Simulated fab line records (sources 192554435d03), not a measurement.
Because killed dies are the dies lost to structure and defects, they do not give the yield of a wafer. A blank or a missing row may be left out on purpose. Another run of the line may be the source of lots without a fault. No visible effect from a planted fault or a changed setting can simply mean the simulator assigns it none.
2 desks, one fault    flow n5_finfet    what lay behind the numbers comes last; until then each desk has only its own

== FOR THE TOOL OWNER'S DESK: pecvd-03 ==
The tool's own readings at N5_PASSIVATION_PECVD_53 (deposits SiO2 from TEOS/O2, target thk 800 nm, time 169.4 s): means of the sampled wafers that have a number, for each lot that ran on this tool. Any lot whose mean is over 4 standard deviations away from the usual mean is out of limits and marked OUT; that distance is given in the brackets.
Columns: A = run_length_s at N5_PASSIVATION_PECVD_53, usual 197.3 s
lot   first seen here  A
L193  day 13 17:15     197.3
L196  day 14 09:02     359.3 (+99 or more) OUT
This desk finds L196 out of limits, L196 being first, at day 14 09:02 (run_length_s at N5_PASSIVATION_PECVD_53). L193 stayed within limits.

== THE METROLOGY DESK ==
What the gauges read for every lot (on any tool): the sampled wafers with a number, averaged. Any lot whose mean is over 4 standard deviations away from the usual mean is out of limits and marked OUT; that distance is given in the brackets. 7 of its 11 readings are shown, namely those furthest out on some lot.
Columns: A = IOFF_P at N5_BEOL_M4_RC_MEAS_101, usual 0.24 nA/um; B = ION_N at N5_BEOL_M4_RC_MEAS_101, usual 667 uA/um; C = ION_P at N5_BEOL_M4_RC_MEAS_101, usual 461 uA/um; D = SS_P at N5_BEOL_M4_RC_MEAS_101, usual 73.6 mV/dec; E = VT_N at N5_BEOL_M4_RC_MEAS_101, usual 250 mV; F = VT_P at N5_BEOL_M4_RC_MEAS_101, usual -249 mV; G = cd_nm at N5_MIM_BOT_LITHO_CD_MEAS_08, usual 2999 nm
lot   first seen here  A     B    C    D     E    F     G
L193  day 9 11:11      0.26  674  463  74.4  246  -249  3003
L196  day 9 20:43      0.25  678  467  74.2  251  -249  3002
L199  day 10 00:31     0.24  668  466  73.5  249  -246  2999
L200  day 10 06:31     0.26  672  464  73.9  250  -247  2998
L201  day 10 17:22     0.22  668  455  73.7  250  -251  2996
L202  day 11 02:34     0.24  665  458  73.8  250  -249  2998
L203  day 11 13:14     0.35  674  479  73.6  250  -241  3000
L204  day 11 13:54     0.24  673  464  73.5  247  -248  3000
L205  day 12 05:06     0.21  670  457  73.4  250  -251  2995
L209  day 13 02:37     0.22  652  458  73.4  256  -249  3002
Result from this desk: across the 10 lots, nothing is out of limits.

== TAKEN TOGETHER ==
At day 14 09:02, on L196, the tool owner's desk was in a position to raise an alarm.
At the metrology desk, nothing out of limits was observed.
The metrology desk has L196 on record, within its limits.
On pecvd-03, each named lot ran N5_PASSIVATION_PECVD_53.

== WHAT THE SIMULATOR PUT IN ==
Process parameter drift: pecvd-03, from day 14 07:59 on, at N5_PASSIVATION_PECVD_53. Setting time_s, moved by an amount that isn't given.
Struck lots among those shown: L196.
Hours from the fault's start to each desk's first reading out of limits: the tool owner's desk, 1.
